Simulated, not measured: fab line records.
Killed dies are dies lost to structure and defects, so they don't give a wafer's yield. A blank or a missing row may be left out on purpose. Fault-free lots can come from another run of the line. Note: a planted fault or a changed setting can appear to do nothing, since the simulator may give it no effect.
The tool behind it: which one? -- flow n5 finfet -- 66 wafers from 22 lots sampled at 6 of the route's 1938 steps

WHAT THE GAUGES READ, wafer by wafer
No reading from a measuring or inspecting step in the record can be judged against a usual standard deviation.

EACH LOT AND THE TOOL THAT RAN IT (in order: tool; ch and the chambers of the sampled wafers; start)
lot,N5_GATE_CUT_ETCH_37,N5_GATE_CUT_CUT_ETCH_54,N5_GATE_CUT_CMP_23,N5_MOL_CONTACT_COAG_ETCH_110,N5_MOL_CONTACT_COAG_SPUTTER_130,N5_MOL_CONTACT_COAG_ETCH_91
L074,"rie diel-03 ch 0,2, day 4 12:43","rie metal-02 ch 0,1, day 4 13:05","cmp-03 ch 0,2, day 4 15:13","rie diel-06 ch 1,2, day 4 17:29","pvd sputter-02, day 4 21:28","rie diel-02 ch 0,1,2, day 5 04:18"
L075,"rie diel-05 ch 0,2,3, day 4 21:20","rie metal-01 ch 0,1, day 4 21:43","cmp-01 ch 1,2, day 4 23:47","rie diel-06 ch 0,1,3, day 5 01:39","pvd sputter-01, day 5 12:17","rie diel-02 ch 0,1,3, day 5 17:57"
L076,"rie diel-03 ch 0,1, day 5 01:07","rie metal-01 ch 0,1, day 5 01:31","cmp-02 ch 0,1,2, day 5 04:28","rie diel-04 ch 0,2,3, day 5 06:06","pvd sputter-01, day 5 12:39","rie diel-06 ch 1,2,3, day 5 18:59"
L077,"rie diel-01 ch 0,2,3, day 5 06:34","rie metal-03 ch 0,1, day 5 06:56","cmp-02 ch 0,3, day 5 08:48","rie diel-06 ch 1,3, day 5 10:32","pvd sputter-02, day 5 16:55","rie diel-04 ch 0,2,3, day 5 21:16"
L078,"rie diel-01 ch 0,3, day 5 16:39","rie metal-03 ch 0,1, day 5 17:01","cmp-02 ch 1,2,3, day 5 19:02","rie diel-06 ch 0,2,3, day 5 20:49","pvd sputter-02, day 6 02:39","rie diel-02 ch 0,3, day 6 08:19"
L079,"rie diel-03 ch 1,2, day 5 19:30","rie metal-02 ch 0,1, day 5 19:52","cmp-01 ch 0,1,2, day 5 21:58","rie diel-04 ch 1,2,3, day 5 23:56","pvd sputter-01, day 6 05:29","rie diel-04 ch 0,1,2, day 6 09:57"
L081,"rie diel-05 ch 0,1,3, day 6 05:41","rie metal-02 ch 0,1, day 6 06:04","cmp-03 ch 0,2, day 6 08:26","rie diel-06 ch 1,2, day 6 10:26","pvd sputter-02, day 6 15:02","rie diel-02 ch 0,2, day 6 19:30"
L080,"rie diel-03 ch 0,2, day 6 12:15","rie metal-02 ch 0,1, day 6 12:39","cmp-02 ch 0,2,3, day 6 14:46","rie diel-04 ch 1,2,3, day 6 16:37","pvd sputter-02, day 6 23:11","rie diel-04 ch 0,1,2, day 7 03:29"
L082,"rie diel-01 ch 2,3, day 6 13:23","rie metal-02 ch 0,1, day 6 13:47","cmp-02 ch 0,2,3, day 6 15:44","rie diel-06 ch 0,1, day 6 17:32","pvd sputter-03, day 7 03:19","rie diel-02 ch 1,2, day 7 07:49"
L083,"rie diel-01 ch 0,1,3, day 6 23:51","rie metal-02 ch 0,1, day 7 00:13","cmp-03 ch 0,3, day 7 03:02","rie diel-06 ch 0,1,3, day 7 04:52","pvd sputter-03, day 7 10:32","rie diel-06 ch 1,3, day 7 14:58"
L084,"rie diel-03 ch 0,1, day 7 06:32","rie metal-01 ch 0,1, day 7 06:55","cmp-03 ch 1,2,3, day 7 08:47","rie diel-04 ch 0,2,3, day 7 10:32","pvd sputter-03, day 7 15:33","rie diel-02 ch 1,2,3, day 7 20:17"
L085,"rie diel-01 ch 0,2,3, day 7 08:49","rie metal-03 ch 0,1, day 7 09:11","cmp-03 ch 0,2,3, day 7 11:07","rie diel-02 ch 1,2,3, day 7 13:07","pvd sputter-01, day 7 19:10","rie diel-06 ch 0,3, day 7 23:30"
L087,"rie diel-03 ch 0,3, day 7 17:35","rie metal-01 ch 0,1, day 7 17:57","cmp-01 ch 0,1,3, day 7 19:56","rie diel-02 ch 1,2, day 7 21:34","pvd sputter-01, day 8 05:34","rie diel-06 ch 1,3, day 8 10:53"
L088,"rie diel-01 ch 0,1,2, day 8 00:03","rie metal-01 ch 0,1, day 8 00:25","cmp-02 ch 2,3, day 8 02:16","rie diel-02 ch 0,1,2, day 8 04:02","pvd sputter-01, day 8 08:41","rie diel-06 ch 1,2,3, day 8 13:32"
L089,"rie diel-05 ch 0,2,3, day 8 06:51","rie metal-01 ch 1, day 8 07:13","cmp-03 ch 0,1,3, day 8 09:17","rie diel-04 ch 1,2,3, day 8 10:58","pvd sputter-03, day 8 17:10","rie diel-02 ch 0,3, day 8 21:59"
L090,"rie diel-03 ch 2,3, day 8 11:23","rie metal-02 ch 0,1, day 8 11:46","cmp-01 ch 0,1,2, day 8 14:54","rie diel-06 ch 1,2,3, day 8 17:32","pvd sputter-03, day 8 23:37","rie diel-06 ch 1,2, day 9 03:50"
L091,"rie diel-03 ch 2,3, day 8 21:35","rie metal-02 ch 0,1, day 8 21:58","cmp-02 ch 0,1, day 8 23:59","rie diel-02 ch 0,2,3, day 9 01:50","pvd sputter-03, day 9 09:06","rie diel-02 ch 1,2, day 9 13:47"
L093,"rie diel-03 ch 0,1,2, day 9 08:35","rie metal-02 ch 0,1, day 9 08:57","cmp-02 ch 2,3, day 9 10:49","rie diel-04 ch 0,2, day 9 12:41","pvd sputter-01, day 9 17:49","rie diel-02 ch 0,2, day 9 22:13"
L094,"rie diel-01 ch 1,2, day 9 12:53","rie metal-01 ch 0,1, day 9 13:15","cmp-01 ch 1,2,3, day 9 15:10","rie diel-04 ch 0,2, day 9 16:52","pvd sputter-02, day 9 21:20","rie diel-02 ch 0,1,2, day 10 02:11"
L095,"rie diel-01 ch 2,3, day 9 17:31","rie metal-01 ch 0,1, day 9 17:53","cmp-02 ch 1,2,3, day 9 19:50","rie diel-02 ch 1,2,3, day 9 21:30","pvd sputter-03, day 10 03:43","rie diel-02 ch 2,3, day 10 08:15"
L096,"rie diel-03 ch 1,3, day 10 03:53","rie metal-03 ch 0,1, day 10 04:15","cmp-02 ch 0,2,3, day 10 06:19","rie diel-06 ch 0,2, day 10 08:08","pvd sputter-01, day 10 13:29","rie diel-04 ch 0,1,2, day 10 18:48"
L097,"rie diel-03 ch 1,3, day 10 10:26","rie metal-02 ch 0,1, day 10 10:49","cmp-02 ch 0,1,3, day 10 12:53","rie diel-02 ch 0,1,2, day 10 14:35","pvd sputter-02, day 10 19:25","rie diel-06 ch 1,2,3, day 11 00:20"
- N5_GATE_CUT_ETCH_37: etches SOC in N2/H2, target depth 60 nm, overetch 12 nm, time 90 s.
- N5_GATE_CUT_CUT_ETCH_54: etches TiN in Cl2/BCl3, target depth 96.7 nm.
- N5_GATE_CUT_CMP_23: polishes, stops on SiO2, t overpolish 23.4 s, target thk 16 nm.
- N5_MOL_CONTACT_COAG_ETCH_110: etches Si in CF4/O2, target depth 2.5 nm, time 8 s.
- N5_MOL_CONTACT_COAG_SPUTTER_130: material Co, target thk 47.5 nm.
- N5_MOL_CONTACT_COAG_ETCH_91: etches SOC in N2/H2, target depth 60 nm, overetch 21 nm, time 101.2 s.

AS READ BY THE TOOLS THEMSELVES (means over the sampled wafers that have a number; for cases with no such wafer, the mark the record gives instead)
N5_GATE_CUT_ETCH_37. Usual: drypump motor current A 5.8 A, standard deviation 0.6; oes product au 0.72 a.u., standard deviation 0.083; rf vpp V 522.8 V, standard deviation 1.6; showerhead plenum p Torr 2.50 Torr, standard deviation 0.05; throttle valve pct 17.81 %, standard deviation 0.21.
lot,tool,drypump motor current A (A),oes product au (a.u.),rf vpp V (V),showerhead plenum p Torr (Torr),throttle valve pct (%),flag
L074,rie diel-03,6.1,0.65,523.8,2.51,17.87,
L075,rie diel-05,5.9,0.71,524.3,2.58,17.87,
L076,rie diel-03,5.9,0.70,522.4,2.50,17.86,
L077,rie diel-01,6.0,0.74,523.1,2.49,17.67,
L078,rie diel-01,6.2,0.70,522.4,2.49,17.75,
L079,rie diel-03,5.0,0.72,522.9,2.52,18.00,
L081,rie diel-05,5.8,0.79,524.2,2.56,17.78,
L080,rie diel-03,6.1,0.63,522.3,2.51,17.91,
L082,rie diel-01,5.9,0.77,522.6,2.47,17.60,
L083,rie diel-01,6.0,0.66,522.0,2.46,17.81,
L084,rie diel-03,5.3,0.75,523.0,2.50,17.93,
L085,rie diel-01,6.0,0.72,522.6,2.49,17.71,
L087,rie diel-03,6.4,0.75,523.3,2.50,17.67,
L088,rie diel-01,5.8,0.69,522.3,2.47,17.76,
L089,rie diel-05,5.9,0.77,523.6,2.56,17.81,
L090,rie diel-03,6.0,0.76,522.5,2.51,17.75,
L091,rie diel-03,6.0,0.74,523.1,2.51,17.76,
L093,rie diel-03,5.5,0.68,523.2,2.50,17.98,
L094,rie diel-01,5.7,0.66,520.4,2.42,17.78,
L095,rie diel-01,5.8,0.74,521.8,2.46,17.63,
L096,rie diel-03,5.8,0.79,523.2,2.51,17.74,
L097,rie diel-03,5.3,0.77,522.9,2.49,17.88,

N5_GATE_CUT_CUT_ETCH_54. Usual: drypump motor current A 5.8 A, standard deviation 0.38; etch rf on time s 36.8 s, standard deviation 0.67; oes product au 0.66 a.u., standard deviation 0.065; throttle valve pct 22.4 %, standard deviation 0.3.
lot,tool,drypump motor current A (A),etch rf on time s (s),oes product au (a.u.),throttle valve pct (%),flag
L074,rie metal-02,5.6,36.7,0.70,22.1,
L075,rie metal-01,5.7,37.2,0.61,22.6,
L076,rie metal-01,6.0,37.2,0.65,22.6,
L077,rie metal-03,6.0,36.8,0.71,22.4,
L078,rie metal-03,6.0,36.6,0.64,22.6,
L079,rie metal-02,5.8,36.5,0.68,22.2,
L081,rie metal-02,5.6,36.9,0.69,22.1,
L080,rie metal-02,5.8,36.5,0.68,22.2,
L082,rie metal-02,5.7,36.2,0.68,22.2,
L083,rie metal-02,5.6,36.4,0.69,22.1,
L084,rie metal-01,6.0,37.3,0.64,22.6,
L085,rie metal-03,5.9,36.6,0.70,22.3,
L087,rie metal-01,5.7,37.2,0.60,22.6,
L088,rie metal-01,6.0,37.0,0.65,22.6,
L089,rie metal-01,6.3,36.8,0.68,22.6,
L090,rie metal-02,5.6,36.7,0.68,22.1,
L091,rie metal-02,5.6,36.6,0.67,22.1,
L093,rie metal-02,5.8,36.0,0.67,22.3,
L094,rie metal-01,5.7,37.3,0.59,22.7,
L095,rie metal-01,5.7,37.3,0.59,22.7,
L096,rie metal-03,5.9,36.9,0.68,22.4,
L097,rie metal-02,5.8,36.2,0.66,22.3,

N5_GATE_CUT_CMP_23. Usual: motor current A 9.3 A, standard deviation 0.59; overpolish run s 23.401 s, standard deviation 0.0096; time to endpoint s 20.1 s, standard deviation 2.2.
lot,tool,motor current A (A),overpolish run s (s),time to endpoint s (s),flag
L074,cmp-03,9.0,23.397,21.3,
L075,cmp-01,8.6,23.397,21.4,
L076,cmp-02,9.8,23.404,18.9,
L077,cmp-02,9.2,23.403,20.8,
L078,cmp-02,9.3,23.405,20.7,
L079,cmp-01,8.8,23.397,19.7,
L081,cmp-03,9.2,23.407,22.5,
L080,cmp-02,9.2,23.402,18.1,
L082,cmp-02,9.3,23.402,21.2,
L083,cmp-03,9.5,23.400,18.8,
L084,cmp-03,9.4,23.396,19.7,
L085,cmp-03,9.5,23.396,20.1,
L087,cmp-01,9.4,23.406,21.8,
L088,cmp-02,9.3,23.399,20.8,
L089,cmp-03,9.5,23.392,17.9,
L090,cmp-01,8.7,23.400,19.4,
L091,cmp-02,9.8,23.397,19.8,
L093,cmp-02,9.6,23.406,19.5,
L094,cmp-01,8.6,23.393,22.6,
L095,cmp-02,9.4,23.408,21.1,
L096,cmp-02,9.3,23.401,18.5,
L097,cmp-02,9.5,23.398,18.3,

N5_MOL_CONTACT_COAG_ETCH_110. Usual: O2_flow_sccm 10.00 sccm, standard deviation 0.03; drypump motor current A 5.6 A, standard deviation 0.4; oes product au 0.78 a.u., standard deviation 0.091; rf vpp V 126 V, standard deviation 5.2; showerhead plenum p Torr 2.19 Torr, standard deviation 0.048; throttle valve pct 10.80 %, standard deviation 0.15.
lot,tool,O2_flow_sccm (sccm),drypump motor current A (A),oes product au (a.u.),rf vpp V (V),showerhead plenum p Torr (Torr),throttle valve pct (%),flag
L074,rie diel-06,9.96,6.0,0.90,134,2.19,10.73,
L075,rie diel-06,9.98,5.8,0.86,127,2.19,10.70,
L076,rie diel-04,10.01,5.9,0.75,124,2.22,10.78,
L077,rie diel-06,10.00,5.7,0.93,130,2.19,10.57,
L078,rie diel-06,9.99,5.6,0.77,126,2.20,10.81,
L079,rie diel-04,10.00,5.6,0.76,125,2.17,10.86,
L081,rie diel-06,9.99,6.0,0.88,134,2.19,10.77,
L080,rie diel-04,9.97,5.5,0.76,123,2.17,10.87,
L082,rie diel-06,9.98,5.9,0.76,124,2.19,10.88,
L083,rie diel-06,9.98,5.8,0.82,127,2.18,10.75,
L084,rie diel-04,9.98,5.9,0.75,123,2.22,10.84,
L085,rie diel-02,9.99,5.2,0.79,125,2.19,10.71,
L087,rie diel-02,9.99,5.1,0.74,125,2.22,10.72,
L088,rie diel-02,9.97,5.4,0.72,127,2.23,10.80,
L089,rie diel-04,10.01,5.5,0.75,124,2.17,10.92,
L090,rie diel-06,9.97,5.7,0.82,132,2.19,10.78,
L091,rie diel-02,10.00,5.3,0.78,127,2.25,10.80,
L093,rie diel-04,9.98,6.0,0.69,122,2.22,10.92,
L094,rie diel-04,10.03,6.1,0.70,123,2.24,10.91,
L095,rie diel-02,9.96,5.2,0.77,126,2.18,10.77,
L096,rie diel-06,10.01,5.6,0.87,122,2.19,10.56,
L097,rie diel-02,10.01,5.4,0.70,127,2.22,10.85,

N5_MOL_CONTACT_COAG_SPUTTER_130. Usual: throttle valve pct 29.8 %, standard deviation 1.1.
lot,tool,throttle valve pct (%),flag
L074,pvd sputter-02,29.9,
L075,pvd sputter-01,31.2,
L076,pvd sputter-01,29.6,
L077,pvd sputter-02,30.0,
L078,pvd sputter-02,30.1,
L079,pvd sputter-01,29.6,
L081,pvd sputter-02,30.3,
L080,pvd sputter-02,30.3,
L082,pvd sputter-03,28.5,
L083,pvd sputter-03,28.4,
L084,pvd sputter-03,29.3,
L085,pvd sputter-01,30.0,
L087,pvd sputter-01,31.0,
L088,pvd sputter-01,29.7,
L089,pvd sputter-03,29.1,
L090,pvd sputter-03,29.1,
L091,pvd sputter-03,29.0,
L093,pvd sputter-01,28.9,
L094,pvd sputter-02,30.1,
L095,pvd sputter-03,29.5,
L096,pvd sputter-01,29.6,
L097,pvd sputter-02,29.7,

N5_MOL_CONTACT_COAG_ETCH_91. Usual: drypump motor current A 5.6 A, standard deviation 0.42; oes product au 0.65 a.u., standard deviation 0.063; rf vpp V 523.3 V, standard deviation 2.2; showerhead plenum p Torr 2.52 Torr, standard deviation 0.08; throttle valve pct 17.86 %, standard deviation 0.24.
lot,tool,drypump motor current A (A),oes product au (a.u.),rf vpp V (V),showerhead plenum p Torr (Torr),throttle valve pct (%),flag
L074,rie diel-02,5.4,0.62,524.1,2.57,17.67,
L075,rie diel-02,5.6,0.66,523.5,2.52,17.76,
L076,rie diel-06,5.7,0.72,523.0,2.52,17.95,
L077,rie diel-04,5.9,0.62,523.9,2.52,17.64,
L078,rie diel-02,5.4,0.70,524.4,2.55,17.94,
L079,rie diel-04,5.7,0.62,524.4,2.54,17.96,
L081,rie diel-02,5.5,0.62,525.6,2.63,17.72,
L080,rie diel-04,5.7,0.62,523.0,2.53,17.97,
L082,rie diel-02,5.4,0.61,523.1,2.49,17.66,
L083,rie diel-06,5.7,0.74,522.3,2.48,17.78,
L084,rie diel-02,5.2,0.65,523.1,2.52,17.83,
L085,rie diel-06,5.6,0.67,523.1,2.49,17.82,
L087,rie diel-06,5.7,0.73,521.5,2.47,17.80,
L088,rie diel-06,5.7,0.70,523.3,2.50,18.00,
L089,rie diel-02,5.7,0.64,523.8,2.57,17.83,
L090,rie diel-06,6.0,0.71,522.1,2.51,18.08,
L091,rie diel-02,5.4,0.60,523.1,2.49,17.70,
L093,rie diel-02,5.2,0.61,525.5,2.63,17.80,
L094,rie diel-02,5.5,0.60,524.4,2.55,17.73,
L095,rie diel-02,4.9,0.65,525.1,2.59,17.95,
L096,rie diel-04,5.7,0.60,523.7,2.52,18.02,
L097,rie diel-06,5.7,0.68,522.8,2.49,18.03,

THE ANSWER, worked out from the rows above alone
Rule: take the mean of a lot's wafers that have a number; if it is more than 3 standard deviations from the usual mean, the lot is off. A lot without any number at a reading at which 4 lots or more have one is off too. Any other lot the step has rows for is counted as sound. Order of review: gauges by route order, followed by the tools' own readings, for which a lot's mean as printed above is used. At the first step where some lot is off, the reading lying furthest off is the one used; lots without a number count as furthest.
Across all readings shown, no lot is off: no conclusion can be drawn from this.

WHAT THE SIMULATOR PUT IN
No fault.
